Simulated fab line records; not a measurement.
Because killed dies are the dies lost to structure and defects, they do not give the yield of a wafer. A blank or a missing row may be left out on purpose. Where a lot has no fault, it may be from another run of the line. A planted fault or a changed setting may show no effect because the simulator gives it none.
fab line records :: flow n5-finfet
[record]
  lots = 7
  wafers = 21
route steps=1938 shown TV_LITHO@1886 TV_OPEN@1887 PASSIVATION@1934
start-h: the number of hours between the record's first day and the start of the first shown wafer of the lot :: wait-h: hours from the lot's prior step to this one :: " the same as in the row above :: L1.1+2: several wafers, shown together as one row :: - either no value or no given start :: * or withheld: withheld :: < > ~ a bound
route shown NAME@n: names a module that has steps shown in the file, with the first one's number in the route :: usual: average and standard deviation across the fault-free wafers :: same: alike in all rows :: chamber/n: place in a boat :: sites: each site's reading :: _std_site: their standard deviation :: _edge_site: the outer-site mean with the inner-site mean subtracted :: radius-mm: for every site, how far away it sits from the centre of the wafer :: mask NAME#n: copy n :: behind: tool/chamber where the wafer was last shaped :: hold: what put the lot on hold/how long, in hours/how the hold closed :: device: the transistor (n, p or np) that didn't switch :: end of line: the route-end tests of the same wafers :: a step with no rows: only its recipe :: killed: at the first sort, the dies lost to defects and structure; wafer yield is something else :: map: shows each die of a wafer: x if killed, . if not, _ if none is there
set.NAME: the setting that was run; set.NAME@STEP: the one run at that earlier step :: model.NAME: the simulator's own value behind a step, which no gauge read
lots with deliberately changed settings; one table per step, one row per wafer
[[steps]]
[step N5_PASSIVATION_DESCUM_12]
[recipe]
  chemistry = O2
  time-s = 7.9
  source-power-w = 50
  bias-power-w = 20
  pressure-mtorr = 20
  rf-frequency-hz = 2.712e+07
  temp-c = 40
  o2-flow-sccm = 225
lot.wafer: L082.1
tool: rie-diel-05
chamber: 3
start-h: 304.99
wait-h: 0.3
set.time-s: 7.9

lot.wafer: L082.2+6
tool: rie-diel-05
chamber: 0,3
start-h: 304.99
wait-h: 0.3
set.time-s: 9.162

lot.wafer: L083.1+4
tool: rie-diel-03
chamber: 0,2
start-h: 318.69
wait-h: 0.0
set.time-s: 7.9

lot.wafer: L083.6
tool: rie-diel-03
chamber: 1
start-h: 318.69
wait-h: 0.0
set.time-s: 9.091

lot.wafer: L087.1+4+6
tool: rie-diel-05
chamber: 2,2,3
start-h: 352.97
wait-h: 0.0
set.time-s: 7.9

lot.wafer: L090.2+3+5
tool: rie-diel-05
chamber: 0,3,3
start-h: 369.92
wait-h: 0.2
set.time-s: 7.9

lot.wafer: L092.1+5
tool: rie-diel-01
chamber: 2,1
start-h: 369.95
wait-h: 0.0
set.time-s: 7.9

lot.wafer: L092.3
tool: rie-diel-01
chamber: 0
start-h: 369.95
wait-h: 0.0
set.time-s: 6.577

lot.wafer: L093.3+6
tool: rie-diel-01
chamber: 3,0
start-h: 374.52
wait-h: 0.0
set.time-s: 7.9

lot.wafer: L093.4
tool: rie-diel-01
chamber: 2
start-h: 374.52
wait-h: 0.0
set.time-s: 8.537

lot.wafer: L094.1+5
tool: rie-diel-05
chamber: 2,3
start-h: 400.28
wait-h: 0.0
set.time-s: 6.315

lot.wafer: L094.6
tool: rie-diel-05
chamber: 0
start-h: 400.28
wait-h: 0.0
set.time-s: 7.9
[step N5_PASSIVATION_PASS_ETCH_74]
[recipe]
  chemistry = CF4/O2
  target = SiNx
  target-depth-a = 2200
  time-s = 110
  ion-energy-ev = 100
  pressure-mtorr = 40
  source-w = 535
  bias-w = 49
  Ar_flow_sccm = 100
  cf4-flow-sccm = 100
  O2_flow_sccm = 10
[step N5_PASSIVATION_VIA_ETCH_13]
[recipe]
  chemistry = CHF3/O2
  target = SiO2
  target-depth-a = 6600
  CHF3_flow_sccm = 50
  O2_flow_sccm = 5
  Ar_flow_sccm = 200
  time-s = 330
  mask-material = PR
  pressure-mtorr = 30
  source-w = 650
  bias-w = 170
  ion-energy-ev = 200
  ends = cleared
[step N5_PASSIVATION_SRD_72]
[recipe]
  dry = ipa-marangoni
  time-s = 30
  temp-c = 23
  rinse-liquid = diw
[step N5_PASSIVATION_ANNEAL_56]
[recipe]
  temp-c = 400
  time-s = 1800
  ambient = FGA
  idle-temp-c = 300
  ramp-up-c-per-min = 5
  ramp-down-c-per-min = 3
[step N5_PASSIVATION_PROBE_49]
[usual]
  defect-limited-yield = 91.3/1.5
  killed_at_M0_to_M3 = 35/8.7
  killed_at_M4_up = 14/5.5
  killed-at-contacts = 11/5.6
  killed-at-front-end = 39/13
  killed-at-other = 3.7/2.2
  killed-dies = 103/18
  killed-open = 69/14
  killed-short = 33/7.8
  sort_bin_5_function = 5.1/0.99
  sort_bin_6_memory = 3.3/0.67
  sort-n-pass = 1077/18
  sort-yield-pct = 91.2/1.5
[same]
  gross-dies = 1180
  killed-at-back-side = 0
  sort_bin_4_leakage[%] = 0
  sort_bin_8_speed[%] = 0
lot.wafer: L082.1
tool: prober-01
chamber: -
start-h: 312.86
wait-h: 0.0
set.time-s@PASSIVATION_DESCUM_12: 7.9
defect-limited-yield[%]: 93.0
killed_at_M0_to_M3: 20
killed_at_M4_up: 12
killed-at-contacts: 16
killed-at-front-end: 35
killed-at-other: 0
killed-dies: 83
killed-open: 56
killed-short: 24
sort_bin_5_function[%]: 4.4
sort_bin_6_memory[%]: 2.1
sort-n-pass: 1097
sort-yield-pct[%]: 93.0

lot.wafer: L082.2
tool: prober-01
chamber: -
start-h: 312.91
wait-h: 0.1
set.time-s@PASSIVATION_DESCUM_12: 9.162
defect-limited-yield[%]: 0
killed_at_M0_to_M3: 37
killed_at_M4_up: 12
killed-at-contacts: 22
killed-at-front-end: 1105
killed-at-other: 4
killed-dies: 1180
killed-open: 99
killed-short: 34
sort_bin_5_function[%]: 70.3
sort_bin_6_memory[%]: 4.2
sort-n-pass: 0
sort-yield-pct[%]: 0

lot.wafer: L082.6
tool: prober-01
chamber: -
start-h: 313.11
wait-h: 0.3
set.time-s@PASSIVATION_DESCUM_12: 9.162
defect-limited-yield[%]: 92.5
killed_at_M0_to_M3: 27
killed_at_M4_up: 11
killed-at-contacts: 21
killed-at-front-end: 29
killed-at-other: 0
killed-dies: 88
killed-open: 63
killed-short: 25
sort_bin_5_function[%]: 4.3
sort_bin_6_memory[%]: 3.0
sort-n-pass: 1092
sort-yield-pct[%]: 92.5

lot.wafer: L083.1
tool: prober-01
chamber: -
start-h: 325.63
wait-h: 0.0
set.time-s@PASSIVATION_DESCUM_12: 7.9
defect-limited-yield[%]: 26.6
killed_at_M0_to_M3: 20
killed_at_M4_up: 7
killed-at-contacts: 3
killed-at-front-end: 831
killed-at-other: 5
killed-dies: 866
killed-open: 44
killed-short: 32
sort_bin_5_function[%]: 4.0
sort_bin_6_memory[%]: 2.3
sort-n-pass: 314
sort-yield-pct[%]: 26.6

lot.wafer: L083.4
tool: prober-01
chamber: -
start-h: 325.78
wait-h: 0.2
set.time-s@PASSIVATION_DESCUM_12: 7.9
defect-limited-yield[%]: 13.4
killed_at_M0_to_M3: 27
killed_at_M4_up: 16
killed-at-contacts: 6
killed-at-front-end: 971
killed-at-other: 2
killed-dies: 1022
killed-open: 55
killed-short: 41
sort_bin_5_function[%]: 4.9
sort_bin_6_memory[%]: 3.1
sort-n-pass: 158
sort-yield-pct[%]: 13.4

lot.wafer: L083.6
tool: prober-01
chamber: -
start-h: 325.88
wait-h: 0.3
set.time-s@PASSIVATION_DESCUM_12: 9.091
defect-limited-yield[%]: 4.4
killed_at_M0_to_M3: 15
killed_at_M4_up: 9
killed-at-contacts: 6
killed-at-front-end: 1094
killed-at-other: 4
killed-dies: 1128
killed-open: 47
killed-short: 30
sort_bin_5_function[%]: 5.2
sort_bin_6_memory[%]: 2.5
sort-n-pass: 52
sort-yield-pct[%]: 4.4

lot.wafer: L087.1
tool: prober-02
chamber: -
start-h: 359.58
wait-h: 0.0
set.time-s@PASSIVATION_DESCUM_12: 7.9
defect-limited-yield[%]: 1.0
killed_at_M0_to_M3: 28
killed_at_M4_up: 11
killed-at-contacts: 8
killed-at-front-end: 1121
killed-at-other: 0
killed-dies: 1168
killed-open: 53
killed-short: 28
sort_bin_5_function[%]: 4.4
sort_bin_6_memory[%]: 2.2
sort-n-pass: 12
sort-yield-pct[%]: 1.0

lot.wafer: L087.4
tool: prober-02
chamber: -
start-h: 359.73
wait-h: 0.2
set.time-s@PASSIVATION_DESCUM_12: 7.9
defect-limited-yield[%]: 89.5
killed_at_M0_to_M3: 48
killed_at_M4_up: 28
killed-at-contacts: 14
killed-at-front-end: 30
killed-at-other: 4
killed-dies: 124
killed-open: 84
killed-short: 40
sort_bin_5_function[%]: 6.1
sort_bin_6_memory[%]: 4.3
sort-n-pass: 1056
sort-yield-pct[%]: 89.5

lot.wafer: L087.6
tool: prober-02
chamber: -
start-h: 359.83
wait-h: 0.3
set.time-s@PASSIVATION_DESCUM_12: 7.9
defect-limited-yield[%]: 0.6
killed_at_M0_to_M3: 36
killed_at_M4_up: 10
killed-at-contacts: 7
killed-at-front-end: 1113
killed-at-other: 7
killed-dies: 1173
killed-open: 64
killed-short: 39
sort_bin_5_function[%]: 6.0
sort_bin_6_memory[%]: 2.5
sort-n-pass: 7
sort-yield-pct[%]: 0.6

lot.wafer: L092.1
tool: prober-02
chamber: -
start-h: 377.61
wait-h: 0.0
set.time-s@PASSIVATION_DESCUM_12: 7.9
defect-limited-yield[%]: 89.4
killed_at_M0_to_M3: 52
killed_at_M4_up: 12
killed-at-contacts: 12
killed-at-front-end: 45
killed-at-other: 4
killed-dies: 125
killed-open: 64
killed-short: 58
sort_bin_5_function[%]: 5.6
sort_bin_6_memory[%]: 4.6
sort-n-pass: 1055
sort-yield-pct[%]: 89.4

lot.wafer: L092.3
tool: prober-02
chamber: -
start-h: 377.71
wait-h: 0.1
set.time-s@PASSIVATION_DESCUM_12: 6.577
defect-limited-yield[%]: 48.1
killed_at_M0_to_M3: 544
killed_at_M4_up: 15
killed-at-contacts: 20
killed-at-front-end: 27
killed-at-other: 7
killed-dies: 613
killed-open: 69
killed-short: 35
sort_bin_5_function[%]: 48.1
sort_bin_6_memory[%]: 3.4
sort-n-pass: 567
sort-yield-pct[%]: 48.1

lot.wafer: L092.5
tool: prober-02
chamber: -
start-h: 377.81
wait-h: 0.2
set.time-s@PASSIVATION_DESCUM_12: 7.9
defect-limited-yield[%]: 92.6
killed_at_M0_to_M3: 32
killed_at_M4_up: 9
killed-at-contacts: 9
killed-at-front-end: 32
killed-at-other: 5
killed-dies: 87
killed-open: 52
killed-short: 32
sort_bin_5_function[%]: 3.6
sort_bin_6_memory[%]: 3.4
sort-n-pass: 1093
sort-yield-pct[%]: 92.6

lot.wafer: L090.2
tool: prober-01
chamber: -
start-h: 377.66
wait-h: 0.1
set.time-s@PASSIVATION_DESCUM_12: 7.9
defect-limited-yield[%]: 89.9
killed_at_M0_to_M3: 42
killed_at_M4_up: 22
killed-at-contacts: 14
killed-at-front-end: 37
killed-at-other: 4
killed-dies: 119
killed-open: 75
killed-short: 44
sort_bin_5_function[%]: 5.6
sort_bin_6_memory[%]: 4.2
sort-n-pass: 1061
sort-yield-pct[%]: 89.9

lot.wafer: L090.3
tool: prober-01
chamber: -
start-h: 377.71
wait-h: 0.1
set.time-s@PASSIVATION_DESCUM_12: 7.9
defect-limited-yield[%]: 92.2
killed_at_M0_to_M3: 32
killed_at_M4_up: 12
killed-at-contacts: 10
killed-at-front-end: 37
killed-at-other: 1
killed-dies: 92
killed-open: 64
killed-short: 28
sort_bin_5_function[%]: 4.2
sort_bin_6_memory[%]: 3.3
sort-n-pass: 1088
sort-yield-pct[%]: 92.2

lot.wafer: L090.5
tool: prober-01
chamber: -
start-h: 377.81
wait-h: 0.2
set.time-s@PASSIVATION_DESCUM_12: 7.9
defect-limited-yield[%]: 90.4
killed_at_M0_to_M3: 51
killed_at_M4_up: 7
killed-at-contacts: 18
killed-at-front-end: 34
killed-at-other: 3
killed-dies: 113
killed-open: 65
killed-short: 48
sort_bin_5_function[%]: 5.2
sort_bin_6_memory[%]: 4.0
sort-n-pass: 1067
sort-yield-pct[%]: 90.4

lot.wafer: L093.3
tool: prober-02
chamber: -
start-h: 381.82
wait-h: 0.1
set.time-s@PASSIVATION_DESCUM_12: 7.9
defect-limited-yield[%]: 86.0
killed_at_M0_to_M3: 37
killed_at_M4_up: 17
killed-at-contacts: 62
killed-at-front-end: 44
killed-at-other: 5
killed-dies: 165
killed-open: 68
killed-short: 44
sort_bin_5_function[%]: 9.4
sort_bin_6_memory[%]: 4.1
sort-n-pass: 1015
sort-yield-pct[%]: 86.0

lot.wafer: L093.4
tool: prober-02
chamber: -
start-h: 381.87
wait-h: 0.2
set.time-s@PASSIVATION_DESCUM_12: 8.537
defect-limited-yield[%]: 90.4
killed_at_M0_to_M3: 38
killed_at_M4_up: 16
killed-at-contacts: 4
killed-at-front-end: 47
killed-at-other: 8
killed-dies: 113
killed-open: 86
killed-short: 23
sort_bin_5_function[%]: 5.8
sort_bin_6_memory[%]: 3.6
sort-n-pass: 1067
sort-yield-pct[%]: 90.4

lot.wafer: L093.6
tool: prober-02
chamber: -
start-h: 381.97
wait-h: 0.3
set.time-s@PASSIVATION_DESCUM_12: 7.9
defect-limited-yield[%]: 88.0
killed_at_M0_to_M3: 58
killed_at_M4_up: 21
killed-at-contacts: 11
killed-at-front-end: 49
killed-at-other: 3
killed-dies: 142
killed-open: 100
killed-short: 34
sort_bin_5_function[%]: 6.8
sort_bin_6_memory[%]: 4.3
sort-n-pass: 1038
sort-yield-pct[%]: 88.0

lot.wafer: L094.1
tool: prober-02
chamber: -
start-h: 412.42
wait-h: 0.0
set.time-s@PASSIVATION_DESCUM_12: 6.315
defect-limited-yield[%]: 92.2
killed_at_M0_to_M3: 19
killed_at_M4_up: 19
killed-at-contacts: 13
killed-at-front-end: 38
killed-at-other: 3
killed-dies: 92
killed-open: 67
killed-short: 22
sort_bin_5_function[%]: 4.7
sort_bin_6_memory[%]: 2.7
sort-n-pass: 1088
sort-yield-pct[%]: 92.2

lot.wafer: L094.5
tool: prober-02
chamber: -
start-h: 412.62
wait-h: 0.2
set.time-s@PASSIVATION_DESCUM_12: 6.315
defect-limited-yield[%]: 83.9
killed_at_M0_to_M3: 32
killed_at_M4_up: 12
killed-at-contacts: 91
killed-at-front-end: 52
killed-at-other: 3
killed-dies: 190
killed-open: 77
killed-short: 37
sort_bin_5_function[%]: 12.0
sort_bin_6_memory[%]: 3.6
sort-n-pass: 990
sort-yield-pct[%]: 83.9

lot.wafer: L094.6
tool: prober-02
chamber: -
start-h: 412.67
wait-h: 0.3
set.time-s@PASSIVATION_DESCUM_12: 7.9
defect-limited-yield[%]: 90.8
killed_at_M0_to_M3: 32
killed_at_M4_up: 13
killed-at-contacts: 10
killed-at-front-end: 49
killed-at-other: 4
killed-dies: 108
killed-open: 59
killed-short: 38
sort_bin_5_function[%]: 4.9
sort_bin_6_memory[%]: 2.7
sort-n-pass: 1072
sort-yield-pct[%]: 90.8
// killed by level:class
L082.1 MOL_CONTACT_COAG:geometric-particle:open=12 BEOL_M2:geometric-particle:open=7 STARTING-WAFER:geometric-particle:short=6 GATE_CUT:geometric-particle:open=5 DUMMY_GATE:geometric-particle:open=4 MOL_CONTACT_COAG:geometric-particle:short=4 BEOL_M1:geometric-particle:open=4 BEOL_M7:geometric-particle:open=4
L082.2 SD_EPI_P:area-etch=752 HKMG_FIN:area-etch=295 FIN_SAQP:geometric-particle:open=17 MOL_CONTACT_COAG:geometric-particle:open=15 BEOL_M2:geometric-particle:open=12 DUMMY_GATE:geometric-particle:open=11 BEOL_M3:geometric-particle:open=10 GATE_CUT:geometric-particle:short=7
L082.6 MOL_CONTACT_COAG:geometric-particle:open=18 BEOL_M1:geometric-particle:open=11 FIN_SAQP:geometric-particle:short=5 DUMMY_GATE:geometric-particle:open=5 BEOL_M2:geometric-particle:open=5 STI_FIN_REVEAL:geometric-particle:open=4 GATE_CUT:geometric-particle:short=4 BEOL_M1:geometric-particle:short=4
L083.1 HKMG_FIN:area-etch=790 STI_FIN_REVEAL:geometric-particle:open=10 FIN_SAQP:geometric-particle:short=8 GATE_CUT:geometric-particle:short=5 BEOL_M0_SAQP:geometric-particle:short=5 BEOL_M1:geometric-particle:open=5 BEOL_M4:geometric-particle:open=5 DUMMY_GATE:geometric-particle:open=4
L083.4 HKMG_FIN:area-etch=911 HKMG_FIN:area-ald=15 BEOL_M4:geometric-particle:open=9 STARTING-WAFER:geometric-particle:short=8 FIN_SAQP:geometric-particle:short=7 STI_FIN_REVEAL:geometric-particle:open=7 BEOL_M3:geometric-particle:open=6 FIN_SAQP:geometric-particle:open=5
L083.6 HKMG_FIN:area-etch=1037 FIN_SAQP:geometric-particle:open=13 SD_EPI_P:area-etch=13 STI_FIN_REVEAL:geometric-particle:open=7 GATE_CUT:geometric-particle:short=7 MOL_CONTACT_COAG:geometric-particle:open=6 BEOL_M0_SAQP:geometric-particle:short=6 FIN_SAQP:geometric-particle:short=5
L087.1 HKMG_FIN:area-etch=1087 FIN_SAQP:geometric-particle:short=11 FIN_SAQP:geometric-particle:open=9 MOL_CONTACT_COAG:geometric-particle:open=7 BEOL_M0_SAQP:geometric-particle:open=7 BEOL_M1:geometric-particle:open=6 BEOL_M4:geometric-particle:open=5 BEOL_M0_SAQP:geometric-particle:short=4
L087.4 BEOL_M4:geometric-particle:open=18 MOL_CONTACT_COAG:geometric-particle:open=14 BEOL_M3:geometric-particle:open=9 BEOL_M0_SAQP:geometric-particle:open=8 BEOL_M0_SAQP:geometric-particle:short=8 FIN_SAQP:geometric-particle:short=7 FIN_SAQP:geometric-particle:open=7 BEOL_M1:geometric-particle:open=7
L087.6 HKMG_FIN:area-etch=1061 FIN_SAQP:geometric-particle:open=13 FIN_SAQP:geometric-particle:short=11 HKMG_FIN:area-ald=8 BEOL_M0_SAQP:geometric-particle:open=7 BEOL_M1:geometric-particle:open=6 STI_FIN_REVEAL:geometric-particle:open=5 MOL_CONTACT_COAG:geometric-particle:open=5
L092.1 BEOL_M0_SAQP:geometric-particle:short=14 MOL_CONTACT_COAG:geometric-particle:open=9 BEOL_M2:geometric-particle:open=9 FIN_SAQP:geometric-particle:short=8 GATE_CUT:geometric-particle:short=8 BEOL_M0_SAQP:geometric-particle:open=7 BEOL_M1:geometric-particle:open=7 BEOL_M3:geometric-particle:open=6
L090.2 BEOL_M0_SAQP:geometric-particle:short=20 MOL_CONTACT_COAG:geometric-particle:open=10 BEOL_M0_SAQP:geometric-particle:open=9 BEOL_M1:geometric-particle:open=7 BEOL_M4:geometric-particle:open=7 SPACER0:geometric-particle:open=6 BEOL_M5:geometric-particle:open=5 BEOL_M7:geometric-particle:open=5
L090.3 BEOL_M0_SAQP:geometric-particle:open=12 MOL_CONTACT_COAG:geometric-particle:open=10 BEOL_M0_SAQP:geometric-particle:short=7 GATE_CUT:geometric-particle:open=6 DUMMY_GATE:geometric-particle:open=5 BEOL_M1:geometric-particle:open=5 STI_FIN_REVEAL:geometric-particle:open=3 SPACER0:geometric-particle:short=3
L092.3 BEOL_M0_SAQP:area-ald=507 MOL_CONTACT_COAG:geometric-particle:open=15 BEOL_M0_SAQP:geometric-particle:short=12 BEOL_M2:geometric-particle:open=7 BEOL_M4:geometric-particle:open=7 DUMMY_GATE:geometric-particle:open=6 BEOL_M0_SAQP:geometric-particle:open=6 GATE_CUT:geometric-particle:short=5
L090.5 BEOL_M0_SAQP:geometric-particle:short=17 MOL_CONTACT_COAG:geometric-particle:open=15 BEOL_M1:geometric-particle:open=9 GATE_CUT:geometric-particle:short=8 BEOL_M0_SAQP:geometric-particle:open=7 BEOL_M2:geometric-particle:open=7 STARTING-WAFER:geometric-particle:short=6 STARTING-WAFER:geometric-particle:open=4
L092.5 MOL_CONTACT_COAG:geometric-particle:open=8 BEOL_M0_SAQP:geometric-particle:short=8 STI_FIN_REVEAL:geometric-particle:open=7 FIN_SAQP:geometric-particle:open=6 BEOL_M2:geometric-particle:open=6 FIN_SAQP:geometric-particle:short=5 DUMMY_GATE:geometric-particle:open=5 BEOL_M0_SAQP:geometric-particle:open=5
L093.3 MOL_CONTACT_COAG:area-etch=52 BEOL_M3:geometric-particle:open=12 BEOL_M2:geometric-particle:open=10 ILD0:geometric-particle:short=7 MOL_CONTACT_COAG:geometric-particle:open=7 STI_FIN_REVEAL:geometric-particle:open=6 BEOL_M4:geometric-particle:short=6 DUMMY_GATE:geometric-particle:open=5
L093.4 BEOL_M3:geometric-particle:open=18 STI_FIN_REVEAL:geometric-particle:open=11 FIN_SAQP:geometric-particle:open=9 DUMMY_GATE:geometric-particle:open=6 BEOL_M1:geometric-particle:open=6 BEOL_M2:geometric-particle:open=5 PAD_METAL:geometric-particle:open=4 ILD0:geometric-particle:short=4
L093.6 BEOL_M3:geometric-particle:open=13 BEOL_M1:geometric-particle:open=13 BEOL_M0_SAQP:geometric-particle:open=11 STI_FIN_REVEAL:geometric-particle:open=10 MOL_CONTACT_COAG:geometric-particle:open=10 BEOL_M0_SAQP:geometric-particle:short=9 BEOL_M2:geometric-particle:open=6 ILD0:geometric-particle:short=5
L094.1 STI_FIN_REVEAL:geometric-particle:open=15 BEOL_M4:geometric-particle:open=13 MOL_CONTACT_COAG:geometric-particle:open=11 DUMMY_GATE:geometric-particle:open=9 BEOL_M1:geometric-particle:open=6 FIN_SAQP:geometric-particle:open=4 BEOL_M0_SAQP:geometric-particle:open=4 FIN_SAQP:geometric-particle:short=3
L094.5 MOL_CONTACT_COAG:area-etch=75 STI_FIN_REVEAL:geometric-particle:open=16 MOL_CONTACT_COAG:geometric-particle:open=16 BEOL_M3:geometric-particle:open=8 GATE_CUT:geometric-particle:open=5 BEOL_M2:geometric-particle:open=5 BEOL_M0_SAQP:geometric-particle:short=5 BEOL_M0_SAQP:geometric-particle:open=5
L094.6 STI_FIN_REVEAL:geometric-particle:open=11 MOL_CONTACT_COAG:geometric-particle:open=8 BEOL_M2:geometric-particle:open=6 HKMG_FIN:area-ald=6 BEOL_M0_SAQP:geometric-particle:short=5 BEOL_M3:geometric-particle:open=5 HKMG_FIN:area-etch=5 FIN_SAQP:geometric-particle:open=4
[[key]]
[split]
  step = N5_PASSIVATION_DESCUM_12
  setting = time-s
  stated = 7.9
  by = wafer
[response]
  step = N5_PASSIVATION_PROBE_49
  reading = killed_at_M0_to_M3
  shape = bent
  at-lowest = 26
  at-stated = 37
  at-highest = 32
